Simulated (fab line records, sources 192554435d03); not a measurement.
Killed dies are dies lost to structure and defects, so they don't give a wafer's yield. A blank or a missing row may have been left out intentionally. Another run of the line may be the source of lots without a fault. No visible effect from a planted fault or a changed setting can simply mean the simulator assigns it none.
Which tool was responsible? -- flow n5-finfet -- 8 lots, 24 wafers sampled, at 7 steps of a route of 1938

## WHAT THE GAUGES READ, wafer by wafer
N5_BEOL_M4_OVL_MEAS_12. Usual: M4_OVL -0.5 nm, standard deviation 0.65.
lot,measured,on,M4_OVL (nm),flag
L632,day 7 06:00,overlay-01,-0.3 -0.6 -0.8,
L637,day 8 06:53,overlay-02,-0.2 -0.9 0.0,
L638,day 8 22:51,overlay-02,-0.4 -1.1 -1.2,
L641,day 10 03:13,overlay-02,0.2 1.2 0.8,
L642,day 10 17:14,overlay-01,-1.4 -0.5 -1.3,
L647,day 11 11:14,overlay-01,-0.2 -0.7 -0.5,
L649,day 11 21:00,overlay-01,-2.0 -1.0 -1.7,
L648,day 12 01:49,overlay-02,-0.3 -0.5 -1.2,

N5_BEOL_M4_INSPECT_13: inspects for defects (brightfield). Usual: raw-defect-count at 391, with a standard deviation of 73.
lot,measured,on,raw-defect-count,flag
L632,day 7 06:03,defect-inspect-01,270 355 364,
L637,day 8 06:55,defect-inspect-01,260 355 252,
L638,day 8 22:54,defect-inspect-02,261 297 408,
L641,day 10 03:16,defect-inspect-02,328 446 381,
L642,day 10 17:18,defect-inspect-02,320 345 430,
L647,day 11 11:17,defect-inspect-01,375 352 378,
L649,day 11 21:04,defect-inspect-02,306 731 675,
L648,day 12 01:52,defect-inspect-02,360 450 369,

N5_BEOL_M4_INSPECT_30: inspects for defects (brightfield). Usual: raw-defect-count at 392, with a standard deviation of 70.
lot,measured,on,raw-defect-count,flag
L632,day 7 08:13,defect-inspect-01,290 333 360,
L637,day 8 09:35,defect-inspect-01,280 341 262,
L638,day 8 23:50,defect-inspect-02,274 283 411,
L641,day 10 04:14,defect-inspect-01,354 455 408,
L642,day 10 18:18,defect-inspect-02,316 343 426,
L647,day 11 12:17,defect-inspect-02,365 386 360,
L649,day 11 21:57,defect-inspect-02,311 752 691,
L648,day 12 02:47,defect-inspect-01,344 455 409,

N5_BEOL_M4_RC_MEAS_101. Usual: DIBL_N 35.9 mV/V, standard deviation 1.7; DIBL_P 35.8 mV/V, standard deviation 2.2; IOFF_N 0.15 nA/um, standard deviation 0.03; IOFF_P 0.21 nA/um, standard deviation 0.036; ION_N 674 uA/um, standard deviation 12; ION_P 463 uA/um, standard deviation 7.2; SS_N 71.3 mV/dec, standard deviation 0.59; SS_P 73.1 mV/dec, standard deviation 0.69; VT_N 250 mV, standard deviation 3; VT_P -251 mV, standard deviation 3.2.
lot,measured,on,DIBL_N (mV/V),DIBL_P (mV/V),IOFF_N (nA/um),IOFF_P (nA/um),ION_N (uA/um),ION_P (uA/um),SS_N (mV/dec),SS_P (mV/dec),VT_N (mV),VT_P (mV),flag
L632,day 7 16:35,prober-02,35.6 35.3 33.9,36.5 36.0 34.0,0.14 0.14 0.12,0.22 0.20 0.17,673 678 674,468 464 462,72.2 71.1 71.0,74.0 73.4 73.0,250 250 253,-248 -252 -252,
L637,day 8 18:22,prober-02,34.0 36.1 35.6,33.5 35.7 35.3,0.12 0.16 0.13,0.19 0.22 0.20,662 679 662,460 470 464,70.9 70.9 70.7,72.6 72.7 72.9,253 248 252,-251 -248 -249,
L638,day 9 18:02,prober-02,36.5 37.8 38.6,36.2 37.1 38.2,0.16 0.18 0.20,0.21 0.23 0.25,676 693 684,465 464 471,71.3 71.6 72.5,72.6 72.4 73.0,249 246 246,-251 -248 -247,
L641,day 10 21:28,prober-02,35.7 33.1 35.6,36.3 33.1 35.3,0.16 0.12 0.16,0.18 0.14 0.17,688 658 684,465 447 457,71.5 70.5 70.8,73.7 72.7 73.5,248 251 248,-252 -258 -256,
L642,day 11 00:13,prober-02,33.3 34.1 34.9,32.4 35.3 33.7,0.10 0.12 0.12,0.14 0.17 0.15,656 665 649,457 457 447,70.1 70.3 70.9,71.9 73.2 72.8,252 253 253,-255 -255 -258,
L647,day 12 04:47,prober-01,35.3 34.1 37.2,38.2 35.7 39.6,0.16 0.14 0.20,0.22 0.18 0.25,668 680 685,457 469 466,71.4 71.1 72.2,74.3 73.4 74.7,250 249 245,-250 -251 -250,
L649,day 12 07:35,prober-01,32.6 34.0 33.3,32.8 34.3 33.3,0.12 0.14 0.12,0.17 0.19 0.17,659 673 674,464 467 463,70.5 70.6 70.7,71.4 72.4 71.8,253 252 251,-250 -250 -251,
L648,day 12 10:49,prober-02,37.9 36.4 36.6,38.3 35.6 38.0,0.17 0.15 0.17,0.22 0.18 0.21,667 671 690,454 454 467,72.1 71.3 71.4,74.6 73.2 73.1,249 252 251,-252 -254 -251,

## TOOL THAT RAN EACH LOT (tool first, then ch and the chambers of the sampled wafers, then the start)
lot,N5_BEOL_M4_PECVD_72,N5_BEOL_M4_ETCH_64,N5_BEOL_M4_STRIP_66
L632,"pecvd-04 ch 0,1, day 7 05:28","rie-diel-05 ch 2,3, day 7 07:25","rie-diel-05 ch 2,3, day 7 07:33"
L637,"pecvd-03 ch 0,1,2, day 8 05:26","rie-diel-02 ch 0,1,2, day 8 08:44","rie-diel-02 ch 0,1,2, day 8 08:53"
L638,"pecvd-03 ch 1,2, day 8 22:22","rie-diel-02 ch 1,2,3, day 8 23:01","rie-diel-02 ch 1,2,3, day 8 23:09"
L641,"pecvd-02 ch 0,1,2, day 10 02:22","rie-diel-01 ch 0,1,3, day 10 03:25","rie-diel-01 ch 0,1,3, day 10 03:33"
L642,"pecvd-04 ch 0,2, day 10 16:29","rie-diel-02 ch 0,1, day 10 17:32","rie-diel-02 ch 0,1, day 10 17:40"
L647,"pecvd-03 ch 1,2, day 11 09:10","rie-diel-05 ch 1,3, day 11 11:24","rie-diel-05 ch 1,3, day 11 11:32"
L649,"pecvd-04 ch 0,2, day 11 19:55","rie-diel-02 ch 0,1,2, day 11 21:11","rie-diel-02 ch 0,1,2, day 11 21:19"
L648,"pecvd-02 ch 0,2, day 11 23:28","rie-diel-05 ch 0,1,2, day 12 01:59","rie-diel-05 ch 0,1,2, day 12 02:07"
- N5_BEOL_M4_PECVD_72: deposits SiO2 from TEOS/O2, target thk 16 nm, time 18 s.
- N5_BEOL_M4_ETCH_64: etches SOC in N2/H2, target depth 75 nm, overetch 22.5 nm, time 121.9 s.
- N5_BEOL_M4_STRIP_66: strips in CF4.

## WHAT THE TOOLS THEMSELVES READ (means of the sampled wafers that have a number; where no wafer has one, the mark that the record gives instead)
N5_BEOL_M4_PECVD_72. Usual: heater-power-w 669 W, standard deviation 63; showerhead-plenum-p-Torr 8.77 Torr, standard deviation 0.053; throttle-valve-pct 21.9 %, standard deviation 0.67.
lot,tool,heater-power-w (W),showerhead-plenum-p-Torr (Torr),throttle-valve-pct (%),flag
L632,pecvd-04,677,8.75,22.4,
L637,pecvd-03,716,8.83,22.1,
L638,pecvd-03,635,8.87,22.2,
L641,pecvd-02,628,8.79,21.5,
L642,pecvd-04,649,8.72,22.1,
L647,pecvd-03,679,8.88,21.0,
L649,pecvd-04,706,8.72,22.0,
L648,pecvd-02,599,8.77,21.8,

N5_BEOL_M4_ETCH_64. Usual: drypump-motor-current-A 5.9 A, standard deviation 0.48; n2-flow-sccm 200.0 sccm, standard deviation 0.65; oes-product-au 0.61 a.u., standard deviation 0.07; rf-vpp-V 524.7 V, standard deviation 2.5; showerhead-plenum-p-Torr 2.57 Torr, standard deviation 0.089; throttle-valve-pct 17.78 %, standard deviation 0.16.
lot,tool,drypump-motor-current-A (A),n2-flow-sccm (sccm),oes-product-au (a.u.),rf-vpp-V (V),showerhead-plenum-p-Torr (Torr),throttle-valve-pct (%),flag
L632,rie-diel-05,5.6,199.6,0.57,525.4,2.57,17.85,
L637,rie-diel-02,5.9,200.4,0.60,523.6,2.56,17.72,
L638,rie-diel-02,6.1,199.7,0.58,524.9,2.58,17.77,
L641,rie-diel-01,6.0,200.4,0.63,525.1,2.61,17.91,
L642,rie-diel-02,5.6,201.1,0.55,522.4,2.49,17.83,
L647,rie-diel-05,5.7,199.0,0.59,525.9,2.61,17.63,
L649,rie-diel-02,6.0,200.2,0.58,523.4,2.54,17.76,
L648,rie-diel-05,5.8,200.1,0.64,522.6,2.50,17.69,

N5_BEOL_M4_STRIP_66. Usual: bias-power-w 74.97 W, standard deviation 0.24; drypump-motor-current-A 5.8 A, standard deviation 0.47; oes-product-au 0.79 a.u., standard deviation 0.091; rf-vpp-V 271.6 V, standard deviation 1.5; showerhead-plenum-p-Torr 1.82 Torr, standard deviation 0.058; throttle-valve-pct 13.59 %, standard deviation 0.19.
lot,tool,bias-power-w (W),drypump-motor-current-A (A),oes-product-au (a.u.),rf-vpp-V (V),showerhead-plenum-p-Torr (Torr),throttle-valve-pct (%),flag
L632,rie-diel-05,74.88,5.6,0.73,270.8,1.82,13.72,
L637,rie-diel-02,74.90,5.9,0.78,271.8,1.80,13.52,
L638,rie-diel-02,74.68,6.1,0.76,270.3,1.81,13.53,
L641,rie-diel-01,75.04,6.0,0.83,271.7,1.84,13.68,
L642,rie-diel-02,74.95,5.6,0.71,270.7,1.76,13.68,
L647,rie-diel-05,75.22,5.7,0.77,272.3,1.86,13.59,
L649,rie-diel-02,74.99,6.0,0.75,271.2,1.79,13.60,
L648,rie-diel-05,74.84,5.8,0.83,269.6,1.77,13.45,

## THE ANSWER, worked out from the rows above alone
Rule: take the mean of a lot's wafers that have a number; if it is more than 3 standard deviations from the usual mean, the lot is off. Also off: a lot with no number at a reading for which 4 or more lots have one. The other lots that the step has rows for count as sound. First the gauges in route order, then the tools' own readings, where a lot's mean is used as printed above. At the first step where some lot is off, the reading lying furthest off is the one used; lots without a number count as furthest.
Nothing can be told from this: no lot is off at any reading shown.

## WHAT THE SIMULATOR HAD INSERTED
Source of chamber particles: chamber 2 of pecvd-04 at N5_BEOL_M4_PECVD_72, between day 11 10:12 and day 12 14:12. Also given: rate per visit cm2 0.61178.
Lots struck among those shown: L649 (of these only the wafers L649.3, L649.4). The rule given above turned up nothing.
